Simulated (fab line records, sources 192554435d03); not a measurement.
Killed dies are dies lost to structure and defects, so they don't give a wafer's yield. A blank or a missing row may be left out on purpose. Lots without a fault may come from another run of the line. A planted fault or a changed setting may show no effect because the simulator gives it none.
Chamber matching | flow n5_finfet | N5_MOL_CONTACT_COAG_ETCH_91 on rie_diel-02: 4 sister chambers
The step etches SOC in N2/H2, target depth 60 nm, overetch 21 nm, time 101.2 s. 8 wafers are shown with their chamber, then 12 later ones without.

WAFERS WITH THEIR CHAMBER
wafer  | chamber | drypump_motor_current_A (A) | throttle_valve_pct (%)
L082.4 | 3       | 5.9                         | 17.93
L084.4 | 0       | 5.3                         | 18.35
L084.6 | 3       | 5.9                         | 17.93
L086.2 | 0       | 5.3                         | 18.37
L086.3 | 1       | 5.9                         | 18.06
L089.1 | 2       | 5.7                         | 17.91
L089.5 | 2       | 5.8                         | 17.91
L089.6 | 1       | 5.9                         | 18.09

WAFERS WITHOUT THEIR CHAMBER
wafer  | drypump_motor_current_A (A) | throttle_valve_pct (%)
L090.1 | 5.7                         | 17.91
L090.3 | 5.9                         | 17.97
L090.6 | 5.3                         | 18.35
L092.1 | 5.9                         | 18.08
L092.2 | 5.3                         | 18.35
L092.3 | 5.9                         | 17.96
L096.3 | 5.7                         | 17.92
L096.5 | 5.9                         | 18.12
L096.6 | 5.7                         | 17.93
L097.2 | 5.8                         | 17.91
L097.3 | 5.9                         | 18.11
L097.5 | 5.8                         | 17.93

WHICH CHAMBER EACH WENT THROUGH
wafer  | from the rows above     | in truth
L090.1 | 2                       | 2
L090.3 | 3                       | 3
L090.6 | 0                       | 0
L092.1 | 1                       | 1
L092.2 | 0                       | 0
L092.3 | 3                       | 3
L096.3 | 2                       | 2
L096.5 | 1                       | 1
L096.6 | 2                       | 2
L097.2 | can't be placed: 2 or 3 | 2
L097.3 | 1                       | 1
L097.5 | can't be placed: 2 or 3 | 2
Placed correctly: 10 of 12. Can't be placed from these rows: 2 (the true chamber is among the candidates in 2). Placed wrongly: 0.
How it was worked out, from the rows above alone: a wafer's distance from a chamber is the root of the sum, over the readings, of the square of ((its reading less the chamber's mean) divided by the reading's scatter). The wafer belongs to the nearest chamber; if the next one is less than 2 further off, it can't be placed. A chamber's mean is the mean of its shown wafers. The scatter: the root of (the sum of the squares of (reading less its chamber's mean) over the shown wafers, divided by (wafers less chambers)).
